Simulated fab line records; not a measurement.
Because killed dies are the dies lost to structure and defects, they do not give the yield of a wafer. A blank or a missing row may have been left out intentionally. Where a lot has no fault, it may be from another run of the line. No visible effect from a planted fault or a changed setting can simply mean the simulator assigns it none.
A lot that was struck, set against a sound lot	flow nandHarc	14 steps out of a route of 1302
Sound: these wafers, L630.1, L630.2, L630.5. Struck: wafer L637.6 (L637.1, L637.3, from the same lot, were not struck and are left out); the cause is given at the end.
At each step with rows: each side's tool, then ch and its chambers, then its first start. Under that, the readings that differ: sound wafers	struck wafers	difference of the means	sigmas: that difference in standard deviations of wafers without a fault.
alike: same words and numbers on both sides, and readings whose means sit less than 2 such deviations apart. not compared: any withheld reading, any reading some wafer has no value for, any bound like >300 that may hide the same value, and any number with overlapping values for which the record gives no deviation.
The two part at a step that has a row with sigmas, a row that says differs or no value, or rows on one side only. Numbers that don't overlap but have no deviation are shown without sigmas and don't part them. A reading missing from all wafers of one side parts the sides only when that side holds two or more wafers.

NHARC_P_CONTACT_CD_MEAS_19:
  sound: cdSem-03 at day 7 03:04; struck: cdSem-03 at day 10 06:27
  alike: cdNm
NHARC_P_CONTACT_STRIP_28: strips in O2.
  sound on rieDiel-08 ch 0,2,3, day 7 03:08; struck on rieDiel-08 ch 0, day 10 06:32
  alike: drypumpMotorCurrentA, oesProductAu, rfVppV, showerheadPlenumPTorr, throttleValvePct
  not compared: rfHoursCounterH
then, 1 step without rows for these wafers: NHARC_P_CONTACT_STRIP_29 (strips in post etch residue remover, time 1200 s).
NHARC_P_CONTACT_DEGAS_38: time 60 s.
  sound: pvdSputter-03 at day 7 03:47; struck: pvdSputter-03 at day 10 07:10
  alike: heaterPowerW
then, 1 step without rows for these wafers: NHARC_P_CONTACT_PRE_CLEAN_39 (time 19.5 s).
NHARC_P_CONTACT_PVD_32: deposits Ti, target thk 5 nm, time 17.7 s.
  sound on pvdSputter-03; struck on pvdSputter-03
  alike: throttleValvePct
then, 1 step without rows for these wafers: NHARC_P_CONTACT_ALD_22 (deposits TiN, target thk 3 nm, pulse time 1 s, ald cycles 150).
NHARC_P_CONTACT_CVD_23: deposits W, target thk 200 nm, time 557 s.
  sound on cvdW-01 ch 0,1; struck on cvdW-02 ch 0
  alike: chamberPressureTorr, heaterPowerOuterW, heaterPowerW, mfcWf6Sccm, throttleValvePct
NHARC_P_CONTACT_CMP_24: polishes, t overpolish 30 s, target thk 200 nm.
  sound on cmp-01 ch 1,2,3, day 7 04:54; struck on cmp-03 ch 1, day 10 08:20
  alike: motorCurrentA, overpolishRunS, retainingRingPressureFrac, timeToEndpointS
then, 1 step without rows for these wafers: NHARC_P_CONTACT_SRD_26.
NHARC_P_CONTACT_INSPECT_27:
  sound: defectInspect-01 at day 7 05:17; struck: defectInspect-02 at day 10 08:42
  alike: rawDefectCount
NHARC_P_M0_DEP_00: deposits SiOC, target thk 150 nm.
  sound on pecvd-01 ch 0,1,2, day 7 05:23; struck on pecvd-04 ch 1, day 10 08:49
reading	sound	struck	difference	sigmas
rfFwdPowerW (W)	596.4 596.4 599.2	694.0	+96.7	+51
showerheadVppV (V)	1410 1573 1495	1692	+199	+4
  alike: chamberPressureTorr
then, 1 step without rows for these wafers: NHARC_P_M0_DEHYDRATE_01 (time 120 s).
-- record jumps: 19 days between struck wafers' starts before vs after; left off in module P_M0, resumes in module END, first step shown is number 1302 of the route --
NHARC_END_SORT_01:
  sound on prober-01 ch 0, day 25 09:20; struck on prober-01 ch 0, day 29 02:32
  alike: defectLimitedYield, killedAtArray, killedAtOther, killedAtPeriphery, killedDies, killedOpen, killedShort

WHERE THEY PART
Only at NHARC_P_M0_DEP_00, within this record. Later steps at which nothing parts them and some readings are alike: NHARC_END_SORT_01.

WHY: what the simulator had put in
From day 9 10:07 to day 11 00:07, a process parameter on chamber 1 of pecvd-04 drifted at NHARC_P_M0_DEP_00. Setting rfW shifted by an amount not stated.
